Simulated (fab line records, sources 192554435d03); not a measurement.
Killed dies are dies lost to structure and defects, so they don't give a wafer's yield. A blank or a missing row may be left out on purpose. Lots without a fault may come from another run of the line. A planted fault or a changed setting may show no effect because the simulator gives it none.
Chamber matching | flow n5_finfet | N5_MOL_CONTACT_COAG_ETCH_91 on rie_diel-03: 4 sister chambers
The step etches SOC in N2/H2, target depth 60 nm, overetch 21 nm, time 101.2 s. 4 wafers are shown with their chamber, then 9 later ones without.

WAFERS WITH THEIR CHAMBER
wafer  | chamber | showerhead_plenum_p_Torr (Torr)
L080.1 | 1       | 2.72
L080.4 | 0       | 2.40
L081.4 | 3       | 2.51
L081.6 | 2       | 2.43

WAFERS WITHOUT THEIR CHAMBER
wafer  | showerhead_plenum_p_Torr (Torr)
L084.2 | 2.72
L084.4 | 2.42
L084.5 | 2.72
L087.3 | 2.42
L087.4 | 2.51
L087.5 | 2.42
L092.2 | 2.71
L092.3 | 2.71
L092.5 | 2.71

WHICH CHAMBER EACH WENT THROUGH
wafer  | from the rows above     | in truth
L084.2 | 1                       | 1
L084.4 | can't be placed: 2 or 0 | 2
L084.5 | 1                       | 1
L087.3 | can't be placed: 2 or 0 | 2
L087.4 | 3                       | 3
L087.5 | can't be placed: 2 or 0 | 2
L092.2 | 1                       | 1
L092.3 | 1                       | 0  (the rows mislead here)
L092.5 | 1                       | 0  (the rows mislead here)
Placed correctly: 4 of 9. Can't be placed from these rows: 3 (the true chamber is among the candidates in 3). Placed wrongly: 2.
How it was worked out, from the rows above alone: a wafer's distance from a chamber is the root of the sum, over the readings, of the square of ((its reading less the chamber's mean) divided by the reading's scatter). The wafer belongs to the nearest chamber; if the next one is less than 2 further off, it can't be placed. A chamber's mean is the mean of its shown wafers. The scatter: with one shown wafer a chamber, the root of the mean of the squares of how far each hidden wafer lies from its nearest shown one.
